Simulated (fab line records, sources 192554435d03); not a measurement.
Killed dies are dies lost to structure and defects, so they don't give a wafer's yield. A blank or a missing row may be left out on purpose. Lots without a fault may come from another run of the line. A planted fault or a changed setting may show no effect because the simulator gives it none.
Split-lot experiment | flow n5_finfet | 7 lots, 21 wafers read, on a route of 1938 steps

THE SPLIT
At N5_BEOL_M15_COAT_22 (resist thk 800 nm), the setting spin_rpm was moved away from the recipe's 1704 rpm on 5 of the 21 wafers read, by -10.5% to +11.0%. The other wafers ran this setting at the recipe's value.

FROM THE SPLIT TO THE READING: what the file shows between them, 3 steps
- N5_BEOL_M15_EBR_24
- N5_BEOL_M15_SOFTBAKE_23: time 60 s
- N5_BEOL_M15_DESCUM_33: chemistry O2, time 7.9 s

THE READING
coat_of_BEOL_M15_COAT_22.thk_nm (the simulator's own value, which no gauge read), in nm, at N5_BEOL_M15_ETCH_61 (etches BARC in N2/H2, target depth 89 nm, overetch 26.7 nm, time 67.9 s). The file gives no usual value for it. The 16 wafers here that ran the recipe average 719.2 nm, standard deviation 2.7 nm.

wafer  | tool, chamber at the split | spin_rpm as run, rpm | against the recipe | coat_of_BEOL_M15_COAT_22.thk_nm, nm | against lot-mates on the recipe
L074.3 | litho_track-02, 0          | 1704                 | recipe             | 715.6                               | -
L074.4 | litho_track-02, 0          | 1704                 | recipe             | 718.8                               | -
L074.6 | litho_track-02, 0          | 1704                 | recipe             | 715.8                               | -
L082.3 | litho_track-05, 0          | 1704                 | recipe             | 716                                 | -
L082.4 | litho_track-05, 0          | 1704                 | recipe             | 720.8                               | -
L082.5 | litho_track-05, 0          | 1704                 | recipe             | 716.4                               | -
L084.2 | litho_track-05, 0          | 1704                 | recipe             | 722.6                               | -
L084.5 | litho_track-05, 0          | 1704                 | recipe             | 723.4                               | -
L084.6 | litho_track-05, 0          | 1704                 | recipe             | 718.6                               | -
L087.2 | litho_track-02, 0          | 1704                 | recipe             | 721.2                               | -
L087.3 | litho_track-02, 0          | 1704                 | recipe             | 720.6                               | -
L087.4 | litho_track-02, 0          | 1704                 | recipe             | 717.2                               | -
L089.3 | litho_track-01, 0          | 1704                 | recipe             | 717.2                               | -
L089.4 | litho_track-01, 0          | 1587                 | -6.9%              | 750.8                               | +32.0
L089.6 | litho_track-01, 0          | 1704                 | recipe             | 720.4                               | -
L096.1 | litho_track-05, 0          | 1704                 | recipe             | 724.4                               | -
L096.2 | litho_track-05, 0          | 1525                 | -10.5%             | 764.4                               | +40.0
L096.6 | litho_track-05, 0          | 1525                 | -10.5%             | 768.2                               | +43.8
L097.4 | litho_track-02, 0          | 1891                 | +11.0%             | 676.4                               | -42.0
L097.5 | litho_track-02, 0          | 1704                 | recipe             | 718.4                               | -
L097.6 | litho_track-02, 0          | 1891                 | +11.0%             | 669.6                               | -48.8

THE FIT
A straight line over all 21 wafers: coat_of_BEOL_M15_COAT_22.thk_nm changes by -4.36 nm for each +1% of spin_rpm; r = -0.99; the points scatter about the line by 2.9 nm.
The same after taking each lot's own level away (the mean of its wafers on the recipe; 21 wafers): -4.12 nm for each +1%; r = -0.99; scatter 2.3 nm.
On that fit, the largest move of spin_rpm shifts the reading by 45 nm.
The lots' own levels span 716.73 to 724.40 nm, that is 2.8 times the standard deviation above.
So the lot-to-lot level changes the slope little: the two slopes agree.
Check: with one of the wafers moved furthest among these (+11.0%) left out of the fit, the line predicts -46.5 nm for it against its lot-mates. It came out at -42 nm against them.

OTHER SPLITS ON THESE WAFERS
These wafers also went through other splits before the reading. Each is held against what the fit with the lots' levels taken away leaves over:
other split on the same wafers | wafers away from the commonest value | r with coat_of_BEOL_M15_COAT_22.thk_nm (lot level and that fit taken away)
N5_BEOL_M11_COAT_22 spin_rpm   | 7                                    | +0.21
N5_BEOL_M13_EXPOSE_07 dose_mj  | 6                                    | +0.00
N5_BEOL_M13_DESCUM_15 time_s   | 8                                    | +0.08
N5_BEOL_M13_COAT_65 spin_rpm   | 7                                    | -0.07
N5_BEOL_M14_SPUTTER_43 time_s  | 7                                    | -0.21

THE WHOLE CHAIN: every reading that the file lists as answering this split, in the file's order
step                | what it does                                                            | reading                                                                          | change (the file's fit)              | r (the file's)
N5_BEOL_M15_COAT_22 | resist thk 800 nm                                                       | coat_of_BEOL_M15_COAT_22.thk_nm (the simulator's own value, which no gauge read) | -4.09 nm for each +1% of the setting | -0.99
N5_BEOL_M15_ETCH_61 | etches BARC in N2/H2, target depth 89 nm, overetch 26.7 nm, time 67.9 s | coat_of_BEOL_M15_COAT_22.thk_nm (the simulator's own value, which no gauge read) | -4.17 nm for each +1% of the setting | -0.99

THE FILE'S OWN FIT
coat_of_BEOL_M15_COAT_22.thk_nm changes by -4.17 nm for each +1% of spin_rpm, r = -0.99.
